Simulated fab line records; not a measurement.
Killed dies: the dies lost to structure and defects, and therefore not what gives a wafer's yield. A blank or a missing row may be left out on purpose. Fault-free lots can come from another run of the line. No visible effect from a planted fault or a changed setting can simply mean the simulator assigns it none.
The tool behind it: which one? / flow n5 finfet / 35 wafers from 12 lots sampled at 2 of the route's 1938 steps

WHAT EACH GAUGE READ, for each wafer
N5_BEOL_M8_INSPECT_58: inspects for defects (darkfield).
lot=L995; measured=day 10 19:52; on=defect inspect-01; raw defect count=113 82
lot=L994; measured=day 10 20:13; on=defect inspect-01; raw defect count=85 44 97
lot=L996; measured=day 11 05:56; on=defect inspect-01; raw defect count=79 61 97
lot=L999; measured=day 11 18:07; on=defect inspect-01; raw defect count=59 60 54
lot=L106; measured=day 13 01:04; on=defect inspect-02; raw defect count=59 82 58
lot=L105; measured=day 13 01:42; on=defect inspect-02; raw defect count=35 60 58
lot=L107; measured=day 13 03:36; on=defect inspect-02; raw defect count=61 54 41
lot=L108; measured=day 13 11:32; on=defect inspect-02; raw defect count=114 95 89
lot=L110; measured=day 14 09:41; on=defect inspect-01; raw defect count=68 72 53
lot=L109; measured=day 14 10:13; on=defect inspect-02; raw defect count=61 44 48
lot=L111; measured=day 14 20:34; on=defect inspect-01; raw defect count=69 74 67
lot=L113; measured=day 15 01:49; on=defect inspect-02; raw defect count=55 66 45

N5_BEOL_M9_INSPECT_13: inspects for defects (brightfield).
lot=L995; measured=day 10 21:33; on=defect inspect-01; raw defect count=715 567
lot=L994; measured=day 10 22:59; on=defect inspect-01; raw defect count=535 614 528
lot=L996; measured=day 11 07:40; on=defect inspect-01; raw defect count=427 324 381
lot=L999; measured=day 11 20:14; on=defect inspect-02; raw defect count=285 321 328
lot=L106; measured=day 13 02:41; on=defect inspect-02; raw defect count=360 314 288
lot=L105; measured=day 13 05:19; on=defect inspect-02; raw defect count=375 350 390
lot=L107; measured=day 13 07:07; on=defect inspect-02; raw defect count=340 404 355
lot=L108; measured=day 13 14:13; on=defect inspect-02; raw defect count=399 384 319
lot=L110; measured=day 14 13:41; on=defect inspect-01; raw defect count=492 384 467
lot=L109; measured=day 14 13:51; on=defect inspect-02; raw defect count=485 489 487
lot=L111; measured=day 14 21:56; on=defect inspect-02; raw defect count=275 311 323
lot=L113; measured=day 15 04:26; on=defect inspect-01; raw defect count=296 450 328

EACH LOT AND THE TOOL THAT RAN IT (in order: tool; ch and the chambers of the sampled wafers; start)
There is no process step in the record ahead of these readings.

AS READ BY THE TOOLS THEMSELVES (means over the sampled wafers that have a number; for cases with no such wafer, the mark the record gives instead)
The record holds no such reading with a usual standard deviation.

THE ANSWER, worked out from the rows above alone
Rule: usual is defined by the lots themselves. Put in order of their means at a reading, lots are off if they are a third of the lots or fewer, leave a main group of 4 or more, and stand apart from it by a gap of 3 or more times the standard deviation of the main group's means; of several such gaps the widest counts. The tables above print the reading to a certain number of digits; a main group whose means all agree to those digits is not used. A lot without any number at a reading at which 4 lots or more have one is off too. Any other lot the step has rows for is counted as sound. First the gauges in route order, then the tools' own readings, where a lot's mean is used as printed above. The first step at which some lot is off is used, and at that step the reading that is off furthest; a lot without a number counts as furthest.
None of the lots is off at any reading shown; this tells nothing.

WHAT WAS PUT IN BY THE SIMULATOR
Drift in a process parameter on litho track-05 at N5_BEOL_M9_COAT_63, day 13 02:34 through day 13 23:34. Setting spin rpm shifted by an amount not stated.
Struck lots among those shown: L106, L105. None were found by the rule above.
